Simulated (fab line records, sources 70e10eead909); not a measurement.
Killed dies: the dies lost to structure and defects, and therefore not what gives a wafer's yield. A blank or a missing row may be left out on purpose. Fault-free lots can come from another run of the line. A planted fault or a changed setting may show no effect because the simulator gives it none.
fab line records	flow nand-harc
record: lots: 5	wafers: 15	last-day: 33
route steps=1302 shown P_GATE@155 END@1302
lots that met no fault: taken from a fault-free run of the same line
start-h: start of the lot's first displayed wafer, in hours after the record's first day	wait-h: time in hours since the lot's previous step	" repeats the value in the row above	L1.1+2: several wafers, shown together as one row	- either no value or no given start	* or withheld: withheld	< > ~ a bound
route shown NAME@n: names a module that has steps shown in the file, with the first one's number in the route	usual: mean/standard deviation taken from wafers without a fault	same: alike in all rows	chamber/n: place in a boat	sites: each site's reading	_std_site: the values' standard deviation	_edge_site: outer sites' mean less inner sites'	radius-mm: for every site, how far away it sits from the centre of the wafer	mask NAME#n: copy n	behind: the tool/chamber that last shaped the wafer	hold: cause of the lot's hold/its duration in hours/its outcome	device: whichever transistor did not switch (one of n, p or np)	end of line: the same wafers' tests at the end of the route	a step with no rows: only its recipe	killed: dies lost to structure and defects at the first sort, not the wafer's yield	map: dies across one wafer; x = killed, . = not, _ = none there
set.NAME: the setting that was run; set.NAME@STEP: the one run at that earlier step	model.NAME: the simulator's own value behind a step, which no gauge read
lots seen at some steps along the route; tables by step, rows by wafer
services: the hour from which a tool's chamber was out of use, counted from the record's first day as start-h (under 0 if before that day), plus the number of hours and why
== steps ==
step: NHARC_P_GATE_ALD_36
recipe: target-thk-a: 200	pulse-time-s: 60	ald-cycles: 223	temp-c: 400	material: SiNx
usual: heater-power-w: 856/88	precursor-pulse-height-rel: 0.998/0.019
lot.wafer	tool	chamber	start-h	wait-h	heater-power-w	precursor-pulse-height-rel
L219.3	ald-sin-02	2	108.73	-	922	1.010
L219.4	"	3	109.78	-	756	0.981
L219.5	"	0	110.84	-	869	1.048
L221.4	ald-sin-03	3	134.81	-	779	1.011
L221.6	"	0	135.87	-	860	0.991
L221.5	"	1	136.94	-	863	1.030
L225.3	ald-sin-01	3	163.47	-	977	1.008
L225.5	"	3	167.75	-	901	0.975
L225.6	"	0	168.81	-	1039	1.012
L235.2	ald-sin-03	0	272.43	-	892	1.046
L235.6	"	1	273.49	-	870	0.991
L235.5	"	2	274.55	-	716	1.005
L239.4	ald-sin-02	0	313.62	-	862	0.987
L239.2	"	3	316.85	-	787	0.972
L239.6	"	0	317.92	-	863	1.002
step: NHARC_P_GATE_ETCHBACK_37
recipe: target-depth-a: 345	time-s: 17.2	chf3-flow-sccm: 50	o2-flow-sccm: 10	ar-flow-sccm: 200	rf-w: 500	bias-w: 200	chemistry: CHF3/O2
usual: drypump-motor-current-A: 5.6/0.38	oes-product-au: 0.939/0.03	rf-vpp-V: 371.9/2.4	showerhead-plenum-p-Torr: 2.46/0.11	throttle-valve-pct: 20.572/0.0096
lot.wafer	tool	chamber	start-h	wait-h	drypump-motor-current-A	oes-product-au	rf-hours-counter-h	rf-vpp-V	showerhead-plenum-p-Torr	throttle-valve-pct
L219.4	rie-diel-11	3	-	-	5.5	0.956	3	370.6	2.33	20.563
L219.3	"	0	"	"	5.8	0.949	2	369.1	2.33	20.551
L219.5	"	1	"	"	5.9	0.966	-	375.5	2.54	20.569
L221.4	rie-diel-03	2	-	-	5.5	0.911	0	369.8	2.35	20.574
L221.6	"	3	"	"	5.7	0.907	-	374.9	2.58	20.581
L221.5	"	0	"	"	6.4	0.935	-	368.5	2.31	20.563
L225.3	rie-diel-03	3	-	-	5.7	0.909	1	374.9	2.58	20.555
L225.6	"	0	"	"	6.4	0.917	-	367.7	2.31	20.574
L225.5	"	2	"	"	5.4	0.901	-	370.9	2.35	20.574
L235.2	rie-diel-11	1	-	-	5.9	0.930	1	374.1	2.54	20.587
L235.6	"	2	"	"	5.1	0.928	-	373.6	2.57	20.552
L235.5	"	3	"	"	5.5	0.949	-	368.8	2.33	20.556
L239.4	rie-diel-11	0	-	-	5.8	0.917	3	369.0	2.33	20.574
L239.2	"	2	"	"	5.1	0.916	4	373.8	2.57	20.580
L239.6	"	1	"	"	5.9	0.914	-	373.4	2.53	20.566
step: NHARC_P_GATE_STRIP_101
recipe: time-s: 20	o2-flow-sccm: 500	ar-flow-sccm: 0	bias-w: 0	chemistry: O2
usual: drypump-motor-current-A: 5.7/0.37	oes-product-au: 0.999/0.012	rf-vpp-V: 58.0/0.94	showerhead-plenum-p-Torr: 3.60/0.15	throttle-valve-pct: 17.037/0.0099
lot.wafer	tool	chamber	start-h	wait-h	drypump-motor-current-A	oes-product-au	rf-hours-counter-h	rf-vpp-V	showerhead-plenum-p-Torr	throttle-valve-pct
L219.3	rie-diel-11	1	116.22	0.1	5.9	1.004	2	58.3	3.73	17.068
L219.4	"	3	"	"	5.5	1.023	3	57.5	3.43	17.038
L219.5	"	1	"	"	5.9	0.994	-	57.3	3.73	17.020
L221.4	rie-diel-03	3	141.28	0.1	5.7	0.987	0	57.3	3.78	17.039
L221.5	"	2	"	"	5.5	0.990	-	57.7	3.46	17.059
L221.6	"	3	"	"	5.7	0.981	-	58.8	3.78	17.052
L225.3	rie-diel-03	2	173.17	0.1	5.4	0.998	2	56.6	3.46	17.035
L225.5	"	3	"	"	5.7	0.985	-	58.3	3.78	17.031
L225.6	"	0	"	"	6.4	1.005	-	57.1	3.40	17.051
L235.2	rie-diel-11	0	278.88	0.1	5.8	1.001	1	57.8	3.42	17.030
L235.6	"	0	"	"	5.8	0.994	-	57.1	3.42	17.042
L235.5	"	1	"	"	5.9	0.989	-	57.4	3.72	17.036
L239.4	rie-diel-11	1	323.35	0.1	5.9	0.992	3	59.1	3.72	17.015
L239.2	"	3	"	"	5.5	1.011	4	58.5	3.42	17.050
L239.6	"	0	"	"	5.8	0.990	-	56.8	3.42	17.044
step: NHARC_P_GATE_PRECLEAN_97
recipe: time-s: 600	temp-c: 120	chemistry: SPM
step: NHARC_P_GATE_SRD_98
step: NHARC_P_GATE_PRECLEAN_99
recipe: time-s: *	temp-c: 50	bath-age-min: 0	chemistry: SC1
step: NHARC_P_GATE_SRD_100
step: NHARC_P_GATE_DEHYDRATE_38
recipe: temp-c: 150	time-s: 120
step: NHARC_P_GATE_HMDS_39
recipe: time-s: 30
step: NHARC_P_GATE_COAT_40
recipe: spin-rpm: 3000
step: NHARC_P_GATE_SOFTBAKE_41
recipe: temp-c: 122	time-s: 95
step: NHARC_P_GATE_EBR_42
step: NHARC_P_GATE_EXPOSE_43
recipe: na: 0.6	target-cd-nm: 720	dose-mj: 14.81	mask-id: P_NSD
usual: stage-vel-mm-s: 500.07/0.23
lot.wafer	tool	chamber	start-h	wait-h	mask	stage-vel-mm-s
L219.3	krf-scanner-01	0	116.87	-	P_NSD#0	500.03
L219.4	"	0	"	"	P_NSD#0	499.84
L219.5	"	0	"	"	P_NSD#0	500.37
L221.4	krf-scanner-03	0	141.93	-	P_NSD#0	499.70
L221.5	"	0	"	"	P_NSD#0	499.90
L221.6	"	0	"	"	P_NSD#0	499.73
L225.3	krf-scanner-03	0	173.95	-	P_HVPW#0	499.89
L225.5	"	0	"	"	P_HVPW#0	499.90
L225.6	"	0	"	"	P_HVPW#0	499.86
L235.2	krf-scanner-01	0	279.53	-	P_NSD#0	499.75
L235.5	"	0	"	"	P_NSD#0	499.99
L235.6	"	0	"	"	P_NSD#0	499.95
L239.2	krf-scanner-01	0	323.99	-	P_NSD#0	500.15
L239.4	"	0	"	"	P_NSD#0	499.68
L239.6	"	0	"	"	P_NSD#0	499.87
step: NHARC_P_GATE_PEB_44
recipe: peb-temp-c: 118	peb-time-s: 85
step: NHARC_P_GATE_DEVELOP_45
recipe: time-s: 70
step: NHARC_P_GATE_CD_MEAS_46
recipe: target-cd-nm: 720	landing-energy-ev: 500
usual: cd-nm: 719.9/2
lot.wafer	tool	chamber	start-h	wait-h	cd-nm
L219.3	cd-sem-02	0	117.02	-	722.1
L219.4	"	0	"	"	718.0
L219.5	"	0	"	"	721.5
L221.4	cd-sem-02	0	142.08	-	717.7
L221.5	"	0	"	"	717.8
L221.6	"	0	"	"	717.3
L225.3	cd-sem-02	0	174.10	-	-
L225.5	"	0	"	"	-
L225.6	"	0	"	"	-
L235.2	cd-sem-02	0	279.69	-	719.2
L235.5	"	0	"	"	718.7
L235.6	"	0	"	"	719.8
L239.2	cd-sem-02	0	324.14	-	721.1
L239.4	"	0	"	"	718.2
L239.6	"	0	"	"	719.4
step: NHARC_P_GATE_HARDBAKE_47
recipe: temp-c: 125	time-s: 80
step: NHARC_END_SORT_01
recipe: temp-c: 25
usual: killed-at-array: 49/19	killed-at-other: 0.9/1.1	killed-at-periphery: 4.0/2.7	killed-dies: 54/19	killed-open: 3.3/1.8	killed-short: 2.6/1.6
same: gross-dies: 677
lot.wafer	tool	chamber	start-h	wait-h	killed-at-array	killed-at-other	killed-at-periphery	killed-dies	killed-open	killed-short
L225.3	prober-01	0	608.84	3.1	78	0	599	677	3	0
L225.5	prober-01	0	610.45	3.7	81	1	595	677	6	0
L225.6	prober-01	0	611.26	4.0	92	0	585	677	7	2
killed by level:class
L225.3 P_GATE:area-expose=593 A_CHANNEL_HOLE_D2:chamber-film-flake=37 A_CHANNEL_HOLE_D1:chamber-film-flake=17 A_SLIT:chamber-film-flake=12 A_CONTACT:chamber-film-flake=10 P_ZERO_WELL:chamber-film-flake=2 P_GATE:chamber-film-flake=2 P_M1:geometric-particle:open=1
L225.5 P_GATE:area-expose=591 A_CHANNEL_HOLE_D2:chamber-film-flake=31 A_CHANNEL_HOLE_D1:chamber-film-flake=18 A_SLIT:chamber-film-flake=18 A_CONTACT:chamber-film-flake=10 P_M0:chamber-film-flake=2 P_CONTACT:geometric-particle:open=1 P_M0:geometric-particle:open=1
L225.6 P_GATE:area-expose=578 A_CHANNEL_HOLE_D1:chamber-film-flake=32 A_SLIT:chamber-film-flake=27 A_CHANNEL_HOLE_D2:chamber-film-flake=18 A_CONTACT:chamber-film-flake=9 A_CHANNEL_FILL_D2:geometric-particle:open=2 P_CONTACT:geometric-particle:open=1 P_CONTACT:geometric-particle:short=1
map L225.3 (x killed, . not)
____________x____________
_________xxxxxxx_________
_______xxxxxxxxxxx_______
______xxxxxxxxxxxxx______
_____xxxxxxxxxxxxxxx_____
____xxxxxxxxxxxxxxxxx____
____xxxxxxxxxxxxxxxxx____
___xxxxxxxxxxxxxxxxxxx___
___xxxxxxxxxxxxxxxxxxx___
__xxxxxxxxxxxxxxxxxxxxx__
__xxxxxxxxxxxxxxxxxxxxx__
_xxxxxxxxxxxxxxxxxxxxxxx_
_xxxxxxxxxxxxxxxxxxxxxxx_
_xxxxxxxxxxxxxxxxxxxxxxx_
_xxxxxxxxxxxxxxxxxxxxxxx_
_xxxxxxxxxxxxxxxxxxxxxxx_
xxxxxxxxxxxxxxxxxxxxxxxxx
xxxxxxxxxxxxxxxxxxxxxxxxx
xxxxxxxxxxxxxxxxxxxxxxxxx
xxxxxxxxxxxxxxxxxxxxxxxxx
xxxxxxxxxxxxxxxxxxxxxxxxx
_xxxxxxxxxxxxxxxxxxxxxxx_
_xxxxxxxxxxxxxxxxxxxxxxx_
_xxxxxxxxxxxxxxxxxxxxxxx_
_xxxxxxxxxxxxxxxxxxxxxxx_
_xxxxxxxxxxxxxxxxxxxxxxx_
__xxxxxxxxxxxxxxxxxxxxx__
__xxxxxxxxxxxxxxxxxxxxx__
___xxxxxxxxxxxxxxxxxxx___
___xxxxxxxxxxxxxxxxxxx___
____xxxxxxxxxxxxxxxxx____
____xxxxxxxxxxxxxxxxx____
_____xxxxxxxxxxxxxxx_____
______xxxxxxxxxxxxx______
_______xxxxxxxxxxx_______
_________xxxxxxx_________
____________x____________
map L221.6 (x killed, . not)
____________.____________
_________......._________
_______..........._______
______...........x.______
_____.............x._____
____......x..........____
____..............x..____
___.................xx___
___......x........x...___
__...........xx........__
__.............x.......__
_..............x........_
_........x.............._
_..........x.......x.x.._
_............x...x..x..._
_..............x.x......_
...............xxx.x.x.x.
..............xx.xx.x....
.........x...xxxxxx......
..........x......xx......
..............xxx.xx.x...
_x.....x................_
_.................x....._
_.....x................._
_................x......_
_.x...................x._
__.....................__
__.....................__
___...................___
___...................___
____.............x...____
____.................____
_____..............._____
______....x....x...______
_______..........._______
_________......._________
____________.____________
== services ==
tool	chamber	start-h	hours	kind
ald-sin-03	0	90.07	11.7	repair
rie-diel-03	-	104.31	9.0	pm
ald-sin-03	3	114.73	9.4	repair
ald-sin-02	-	118.00	10.0	pm
ald-sin-01	3	130.00	3.1	repair
krf-scanner-01	-	140.02	4.0	pm
rie-diel-11	2	147.25	22.2	repair
ald-sin-03	0	151.52	4.7	repair
rie-diel-03	1	155.32	20.9	repair
ald-sin-03	-	170.00	10.0	pm
ald-sin-02	-	173.95	7.9	repair
ald-sin-01	1	175.43	3.7	repair
ald-sin-01	0	193.27	5.3	repair
rie-diel-11	-	212.22	1.4	repair
rie-diel-03	2	219.51	15.7	repair
rie-diel-03	-	219.99	0.7	repair
krf-scanner-03	-	224.00	4.0	pm
rie-diel-11	0	242.51	3.7	repair
rie-diel-11	-	255.50	9.0	pm
ald-sin-02	-	256.58	29.4	repair
rie-diel-03	-	281.31	9.0	pm
krf-scanner-03	-	285.29	53.7	repair
ald-sin-02	-	296.00	10.0	pm
krf-scanner-01	-	312.02	4.0	pm
== key ==
first-sign: step: NHARC_P_GATE_EXPOSE_43	reading: mask	direction: changed
effect: step: NHARC_P_GATE_CD_MEAS_46	reading: cd-nm	direction: missing
effect: step: NHARC_END_SORT_01	reading: killed-at-periphery	direction: up	sigmas: 99+	usual: 4.0	struck: 593
more-kills-born-at: NHARC_P_GATE_EXPOSE_43@krf-scanner-03: 1762
met-at NHARC_P_GATE_EXPOSE_43
struck-wafers L225.3,L225.5,L225.6
later-rows-left-out L225.3,L225.5,L225.6
tester-left-out L225
onset-between 141.93 173.95
fault: kind: wrong-mask	tool: any	chamber: -	onset-h: 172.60	steps: NHARC_P_GATE_EXPOSE_43	aux-copy: P_HVPW#0	scope: struck-lots-only
tester-left-out: of these lots the tester's yield and bins aren't shown, on N5 and GAA mostly nor the transistor test; their killed dies are dies lost to structure and defects alone, not to doping, threshold or leakage, so they don't give the yield
later-rows-left-out: the simulator's readings of these wafers behind a module that went badly wrong aren't trusted and aren't shown, but for the sort
